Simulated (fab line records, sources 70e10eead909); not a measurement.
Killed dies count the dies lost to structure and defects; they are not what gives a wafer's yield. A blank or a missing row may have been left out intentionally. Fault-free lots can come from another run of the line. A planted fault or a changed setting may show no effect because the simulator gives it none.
fab line records	flow nand_harc
record lots=12	wafers=36	last_day=34
route steps=1302 shown A_SLIT@946 A_WL_FILL@952
lots untouched by any fault: they come from a run of this same line in which no faults occurred
start_h: start of the lot's first displayed wafer, in hours after the record's first day	wait_h: hours from the lot's prior step to this one	" repeats the value in the row above	L1.1+2: one row covering several wafers at once	- no value present, or no start provided	* or withheld: withheld	< > ~ a bound
route shown NAME@n: names a module that has steps shown in the file, with the first one's number in the route	usual: average and standard deviation across the fault-free wafers	same: alike in all rows	chamber/n: place in a boat	sites: per-site readings	_std_site: the values' standard deviation	_edge_site: mean of outer sites minus mean of inner sites	radius_mm: how far each site lies from the wafer's centre	mask NAME#n: copy n	behind: the tool/chamber that last shaped the wafer	hold: why the lot was held/for how many hours/how that ended	device: names the non-switching transistor (n, p or np)	end of line: tests run on the same wafers once the route is complete	a step without rows: its recipe alone	killed: dies lost to structure and defects at the first sort, not the wafer's yield	map: a wafer's dies, marking killed ones x, the rest . and places with no die _
set.NAME: the setting the step ran with; set.NAME@STEP: the setting that earlier step ran with	model.NAME: the simulator's own value behind a step, which no gauge read
steps of the route over a sample of lots; a table a step, a row a wafer
services: from which hour (start_h, from the record's first day; less than 0 if before it) a tool's chamber was out of use, for how many hours, and why
## steps
# step NHARC_A_SLIT_CD_MEAS_21
# usual cd_nm=289.6/1
lot.wafer	tool	chamber	start_h	wait_h	cd_nm
L730.1	cd_sem-01	-	495.61	-	291.1
L730.2	"	-	"	"	291.6
L730.5	"	-	"	"	290.5
L733.2	cd_sem-01	-	506.35	-	290.5
L733.4	"	-	"	"	290.1
L733.5	"	-	"	"	290.5
L732.3	cd_sem-03	-	506.73	-	290.0
L732.5	"	-	"	"	290.6
L732.6	"	-	"	"	290.6
L740.1	cd_sem-03	-	578.79	-	288.6
L740.2	"	-	"	"	289.1
L740.5	"	-	"	"	289.2
L741.1	cd_sem-03	-	585.07	0.1	289.5
L741.5	"	-	"	"	288.4
L741.6	"	-	"	"	289.4
L743.2	cd_sem-03	-	604.46	-	288.7
L743.4	"	-	"	"	289.1
L743.6	"	-	"	"	289.0
L742.1	cd_sem-01	-	604.52	0.1	290.6
L742.5	"	-	"	"	289.9
L742.6	"	-	"	"	290.2
L744.1	cd_sem-01	-	634.85	-	288.2
L744.4	"	-	"	"	288.2
L744.5	"	-	"	"	286.8
L746.1	cd_sem-02	-	648.35	-	291.1
L746.3	"	-	"	"	290.1
L746.4	"	-	"	"	290.9
L749.3	cd_sem-03	-	681.09	-	286.7
L749.4	"	-	"	"	288.5
L749.6	"	-	"	"	287.1
L751.2	cd_sem-02	-	684.84	-	289.3
L751.5	"	-	"	"	289.7
L751.6	"	-	"	"	289.9
L750.1	cd_sem-03	-	698.71	0.1	289.0
L750.2	"	-	"	"	290.2
L750.6	"	-	"	"	289.4
# step NHARC_A_WL_FILL_ALD_00
# recipe target_thk_a=30	pulse_time_s=3	ald_cycles=30	temp_c=300	material=Al2O3
# usual ald_cycles=30/0	heater_power_w=476/45	precursor_pulse_height_rel=0.999/0.019	susceptor_temp_C=300.01/0.19
lot.wafer	tool	chamber	start_h	wait_h	ald_cycles	heater_power_w	precursor_pulse_height_rel	susceptor_temp_C
L730.1	ald_hk-04	3	502.39	0.1	30	423	1.023	299.89
L730.2	"	1	"	"	30	425	0.991	300.27
L730.5	"	3	"	"	30	433	0.990	300.22
L733.2	ald_hk-04	3	513.04	0.1	30	428	0.980	-
L733.4	"	0	"	"	30	523	1.053	-
L733.5	"	2	"	"	30	469	0.994	-
L732.3	ald_hk-01	1	513.10	0.1	30	486	1.014	300.19
L732.5	"	2	"	"	30	520	0.993	299.73
L732.6	"	3	"	"	30	478	0.978	299.79
L740.2	ald_hk-04	1	585.50	0.1	30	429	0.984	299.96
L740.1	"	2	"	"	30	475	1.007	299.71
L740.5	"	0	"	"	30	519	0.997	299.85
L741.1	ald_hk-02	1	591.82	0.1	30	475	1.034	299.75
L741.6	"	2	"	"	30	484	1.005	300.16
L741.5	"	3	"	"	30	398	0.971	300.22
L743.2	ald_hk-02	2	611.20	0.1	30	495	1.004	299.71
L743.4	"	0	"	"	30	546	0.994	299.50
L743.6	"	2	"	"	30	488	1.001	299.91
L742.1	ald_hk-01	0	611.21	0.1	30	485	1.016	299.94
L742.6	"	0	"	"	30	481	0.985	300.31
L742.5	"	1	"	"	30	480	1.018	300.17
L744.1	ald_hk-04	2	644.49	0.1	30	477	1.002	299.87
L744.4	"	3	"	"	30	424	1.005	300.12
L744.5	"	3	"	"	30	420	1.009	299.75
L746.4	ald_hk-02	3	655.05	0.1	30	402	0.989	299.95
L746.1	"	1	"	"	30	482	1.012	299.87
L746.3	"	2	"	"	30	485	1.011	300.25
L749.4	ald_hk-02	3	687.86	0.1	30	412	1.000	300.05
L749.3	"	1	"	"	30	495	1.008	299.94
L749.6	"	0	"	"	30	560	0.962	299.61
L751.2	ald_hk-04	0	691.51	0.1	30	516	0.997	300.08
L751.5	"	2	"	"	30	498	0.971	300.19
L751.6	"	3	"	"	30	414	0.965	300.45
L750.2	ald_hk-04	3	705.40	0.1	30	426	0.994	300.02
L750.1	"	2	"	"	30	492	1.004	299.79
L750.6	"	3	"	"	30	433	1.029	300.35
# step NHARC_A_WL_FILL_ALD_10
# recipe target_thk_a=500	pulse_time_s=10	ald_cycles=500	temp_c=300	material=SiO2
# usual ald_cycles=500/0	heater_power_w=484/42	precursor_pulse_height_rel=1.002/0.022	susceptor_temp_C=300.00/0.19
lot.wafer	tool	chamber	start_h	wait_h	ald_cycles	heater_power_w	precursor_pulse_height_rel	susceptor_temp_C
L730.2	ald_hk-02	1	509.60	0.1	278	516	1.019	299.88
L730.1	"	2	"	"	278	484	0.995	300.13
L730.5	"	1	511.66	2.1	278	519	0.995	299.92
L733.4	ald_hk-02	3	521.67	0.6	278	437	1.009	299.99
L733.2	"	0	"	"	278	556	1.035	299.84
L733.5	"	2	523.21	2.1	278	495	1.015	300.05
L732.3	ald_hk-01	1	521.68	0.6	500	477	1.002	299.74
L732.6	"	0	523.25	2.1	500	480	1.022	299.95
L732.5	"	1	"	"	500	478	1.039	299.96
L740.2	ald_hk-02	2	593.89	0.1	500	483	1.011	299.89
L740.1	"	3	"	"	500	416	0.995	300.43
L740.5	"	3	596.50	2.7	500	411	0.992	300.32
L741.1	ald_hk-02	1	599.23	0.6	500	487	1.009	299.82
L741.5	"	0	600.79	2.1	500	549	0.988	299.98
L741.6	"	1	"	"	500	480	1.008	299.70
L743.2	ald_hk-01	0	618.97	0.8	500	498	0.996	300.08
L743.4	"	1	"	"	500	480	1.005	300.07
L743.6	"	1	621.54	3.4	500	476	0.979	300.26
L742.1	ald_hk-02	3	619.73	1.6	500	409	0.978	-
L742.6	"	3	621.75	3.6	500	413	1.031	-
L742.5	"	0	"	"	500	546	1.008	-
L744.4	ald_hk-01	1	653.10	1.4	500	477	1.030	300.11
L744.1	"	2	"	"	500	521	0.993	300.19
L744.5	"	0	654.65	3.0	500	492	0.994	299.63
L746.3	ald_hk-02	2	661.62	0.0	500	481	1.014	300.01
L746.1	"	3	"	"	500	406	1.049	299.98
L746.4	"	0	"	"	500	555	1.028	299.81
L749.4	ald_hk-02	1	694.78	0.0	500	492	1.012	299.74
L749.3	"	3	695.83	1.1	500	418	0.980	300.00
L749.6	"	1	696.87	2.1	500	476	1.014	299.84
L751.2	ald_hk-04	0	699.55	1.1	500	531	0.990	300.17
L751.5	"	2	700.58	2.1	500	485	0.970	300.26
L751.6	"	3	"	"	500	423	1.000	300.09
L750.2	ald_hk-01	3	713.15	1.1	500	462	0.989	300.22
L750.1	"	0	"	"	500	547	1.004	299.94
L750.6	"	2	714.71	2.7	500	496	1.034	299.92
# step NHARC_A_WL_FILL_STRIP_29
# recipe time_s=20	o2_flow_sccm=500	ar_flow_sccm=0	bias_w=0	chemistry=O2
# usual drypump_motor_current_A=5.5/0.33	oes_product_au=0.998/0.011	rf_vpp_V=57.8/0.92	showerhead_plenum_p_Torr=3.53/0.16	throttle_valve_pct=17.037/0.0093
lot.wafer	tool	chamber	start_h	wait_h	drypump_motor_current_A	oes_product_au	rf_hours_counter_h	rf_vpp_V	showerhead_plenum_p_Torr	throttle_valve_pct
L730.1	rie_diel-08	1	514.34	0.1	5.1	0.976	5.7	58.1	3.40	17.037
L730.2	"	2	"	"	5.1	1.012	6.1	56.4	3.55	17.039
L730.5	"	3	"	"	5.5	0.998	-	60.3	3.77	17.033
L733.4	rie_diel-04	1	525.88	0.1	5.7	0.989	3.9	58.2	3.44	17.043
L733.2	"	2	"	"	5.8	0.985	3.8	57.2	3.44	17.056
L733.5	"	1	"	"	5.7	0.985	-	56.8	3.44	17.035
L732.3	rie_diel-08	3	525.95	0.1	5.5	0.988	7.4	56.8	3.77	17.040
L732.5	"	2	"	"	5.1	1.010	-	58.0	3.55	17.041
L732.6	"	3	"	"	5.5	0.989	-	57.7	3.77	17.038
L740.1	rie_diel-04	3	598.68	0.1	5.5	1.010	1.6	59.4	3.77	17.032
L740.2	"	2	"	"	5.7	0.994	2.3	57.2	3.44	17.031
L740.5	"	3	"	"	5.5	1.012	-	56.1	3.77	17.029
L741.1	rie_diel-08	2	603.48	0.1	5.1	1.000	1.6	56.9	3.55	17.037
L741.5	"	3	"	"	5.5	0.994	-	57.7	3.77	17.042
L741.6	"	0	"	"	5.7	1.005	-	57.7	3.38	17.041
L743.4	rie_diel-13	1	623.72	0.1	5.5	0.983	3.5	58.9	3.63	17.039
L743.2	"	2	"	"	5.4	0.998	3.4	57.6	3.36	17.035
L743.6	"	0	"	"	6.6	1.011	-	57.3	3.34	17.043
L742.1	rie_diel-04	0	624.41	0.1	5.6	0.998	2.4	58.3	3.37	17.029
L742.6	"	3	"	"	5.5	1.014	-	58.7	3.77	17.037
L742.5	"	0	"	"	5.6	1.001	-	58.7	3.37	17.037
L744.4	rie_diel-08	0	657.34	0.1	5.7	1.002	5.7	57.6	3.38	17.032
L744.1	"	1	"	"	5.1	0.985	5.3	55.9	3.40	17.038
L744.5	"	0	"	"	5.7	1.006	-	55.8	3.38	17.035
L746.4	rie_diel-08	1	666.34	0.1	5.1	0.999	5.8	56.7	3.40	17.035
L746.3	"	2	"	"	5.1	1.002	4.8	56.3	3.55	17.019
L746.1	"	3	"	"	5.5	0.990	6.0	58.4	3.77	17.056
L749.4	rie_diel-08	3	699.55	0.1	5.5	1.006	7.3	59.4	3.77	17.047
L749.3	"	1	"	"	5.1	0.983	7.0	57.8	3.40	17.028
L749.6	"	3	"	"	5.5	1.001	-	57.3	3.77	17.029
L751.2	rie_diel-04	1	703.27	0.1	5.7	0.986	4.8	57.8	3.44	17.043
L751.6	"	0	"	"	5.5	1.002	-	57.9	3.37	17.052
L751.5	"	1	"	"	5.7	0.980	-	55.9	3.44	17.037
L750.2	rie_diel-08	2	716.88	0.1	5.0	0.995	7.4	58.9	3.54	17.020
L750.1	"	1	"	"	5.1	0.977	8.6	57.6	3.40	17.043
L750.6	"	2	"	"	5.1	1.003	-	57.9	3.54	17.031
## services
tool	chamber	start_h	hours	kind
rie_diel-13	2	485.64	33.3	repair
rie_diel-13	-	505.12	0.6	repair
rie_diel-13	-	519.00	9.0	pm
ald_hk-02	-	526.00	10.0	pm
ald_hk-02	0	526.00	10.0	vent_cycle
ald_hk-02	1	526.00	10.0	vent_cycle
ald_hk-02	2	526.00	10.0	vent_cycle
rie_diel-08	3	527.26	5.5	repair
rie_diel-04	-	531.90	9.0	pm
rie_diel-08	-	544.80	9.0	pm
rie_diel-04	3	548.38	10.6	repair
rie_diel-08	2	583.84	12.4	repair
rie_diel-08	-	597.60	1.2	repair
ald_hk-04	-	610.87	10.0	pm
ald_hk-02	-	611.73	1.0	repair
ald_hk-01	-	628.23	1.6	repair
rie_diel-08	0	641.73	3.3	repair
rie_diel-08	3	649.00	5.8	repair
rie_diel-13	-	678.48	23.2	repair
rie_diel-08	2	682.28	4.2	repair
rie_diel-04	0	690.87	2.9	repair
rie_diel-13	-	701.70	9.0	pm
ald_hk-02	-	704.00	10.0	pm
rie_diel-04	-	708.90	9.0	pm
## key
first_sign step=NHARC_A_WL_FILL_ALD_10	reading=ald_cycles	direction=down	sigmas=99+	usual=500	struck=278
effect none on later readings
met_at NHARC_A_WL_FILL_ALD_10
struck_lots L730,L733
tester_left_out L730,L733
not_acting_at NHARC_A_SLIT_CD_MEAS_21,NHARC_A_WL_FILL_ALD_00,NHARC_A_WL_FILL_STRIP_29
fault kind=process_parameter_drift	tool=ald_hk-02	chamber=-	onset_h=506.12	steps=NHARC_A_WL_FILL_ALD_10	channel=ald_cycles	offset=-222	shape=step	end_h=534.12	acts_in=these_recipes_only	stated=500
# tester_left_out: of these lots the tester's yield and bins aren't shown, on N5 and GAA mostly nor the transistor test; their killed dies are dies lost to structure and defects alone, not to doping, threshold or leakage, so they don't give the yield
